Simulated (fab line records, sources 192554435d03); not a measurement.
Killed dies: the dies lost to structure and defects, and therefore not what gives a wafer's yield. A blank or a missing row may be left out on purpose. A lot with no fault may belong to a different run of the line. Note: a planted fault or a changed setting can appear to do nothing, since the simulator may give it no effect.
One fault seen from 3 desks	flow n5Finfet	each desk holds nothing but its own numbers, with what lay behind them at the end

AT THE METROLOGY DESK
Lot by lot, what the gauges showed, no matter which tool ran the lot: averages of those sampled wafers that carry a number. Marked OUT: a lot whose mean sits more than 4 standard deviations from the usual mean, which makes it out of limits; the brackets give that distance. It has 10 readings; the 7 that lie furthest out on some lot are the ones shown.
Columns: A = DIBL_N at N5_BEOL_M4_RC_MEAS_101, usual 36.6 mV/V; B = DIBL_P at N5_BEOL_M4_RC_MEAS_101, usual 36.4 mV/V; C = ION_N at N5_BEOL_M4_RC_MEAS_101, usual 678 uA/um; D = SS_N at N5_BEOL_M4_RC_MEAS_101, usual 71.5 mV/dec; E = SS_P at N5_BEOL_M4_RC_MEAS_101, usual 73.4 mV/dec; F = VT_N at N5_BEOL_M4_RC_MEAS_101, usual 248.5 mV; G = VT_P at N5_BEOL_M4_RC_MEAS_101, usual -249 mV
lot	first seen here	A	B	C	D	E	F	G
L733	day 9 01:15	36.6	35.5	680	71.6	73.6	247.9	-246
L732	day 9 04:13	34.5	33.3	662	70.5	72.9	254.3	-250
L734	day 9 10:55	37.9	36.9	694	71.6	73.7	245.3	-245
L736	day 10 10:31	38.4	37.4	683	72.3	73.2	247.7	-247
L737	day 10 17:10	36.1	36.4	676	71.3	73.0	252.0	-254
L738	day 11 14:48	36.6	36.0	672	71.4	73.3	250.0	-247
L740	day 12 19:20	35.4	35.1	669	71.2	73.0	249.2	-251
L753	day 15 15:25	36.0	36.7	678	71.3	72.5	250.1	-251
L752	day 15 22:28	37.6	37.3	694	71.6	74.1	244.3	-248
This desk's verdict: no lot among the 9 shows anything out of limits.

THE TOOL OWNER'S DESK: pecvd-04
The tool's own readings at N5_FIN_SAQP_PECVD_48 (deposits SiNx from SiH4/NH3/N2, target thk 25 nm, time 22.1 s): means of the sampled wafers that have a number, for each lot that ran on this tool. Marked OUT: a lot whose mean sits more than 4 standard deviations from the usual mean, which makes it out of limits; the brackets give that distance.
Columns: A = heaterPowerW at N5_FIN_SAQP_PECVD_48, usual 727 W; B = showerheadPlenumPTorr at N5_FIN_SAQP_PECVD_48, usual 5.12 Torr; C = throttleValvePct at N5_FIN_SAQP_PECVD_48, usual 39.8 %
lot	first seen here	A	B	C
L732	day 2 09:47	747	5.15	39.7
L736	day 3 10:22	738	5.11	39.0
L737	day 3 16:14	705	5.14	39.5
L738	day 3 21:55	653	5.11	39.2
L752	day 7 10:26	735	5.14	39.7
L753	day 7 15:26	658	5.14	39.7
This desk's verdict: no lot among the 6 shows anything out of limits.

THE DEFECT DESK
For each lot, the counts of the inspections along the route, averaged over the sampled wafers that have a number. Marked OUT: a lot whose mean sits more than 4 standard deviations from the usual mean, which makes it out of limits; the brackets give that distance.
Columns: A = rawDefectCount at N5_FIN_SAQP_INSPECT_18, usual 399
lot	first seen here	A
L732	day 2 10:23	317
L733	day 2 15:23	378
L734	day 2 23:02	476
L736	day 3 11:03	288
L737	day 3 16:54	389
L738	day 3 22:35	283
L740	day 4 10:16	339
L752	day 7 10:59	424
L753	day 7 15:59	369
This desk's verdict: no lot among the 9 shows anything out of limits.

PUT TOGETHER
At the metrology desk, nothing out of limits was observed.
Nothing out of limits was seen by the tool owner's desk.
No out-of-limits result turned up at the defect desk.

WHAT THE SIMULATOR PUT IN
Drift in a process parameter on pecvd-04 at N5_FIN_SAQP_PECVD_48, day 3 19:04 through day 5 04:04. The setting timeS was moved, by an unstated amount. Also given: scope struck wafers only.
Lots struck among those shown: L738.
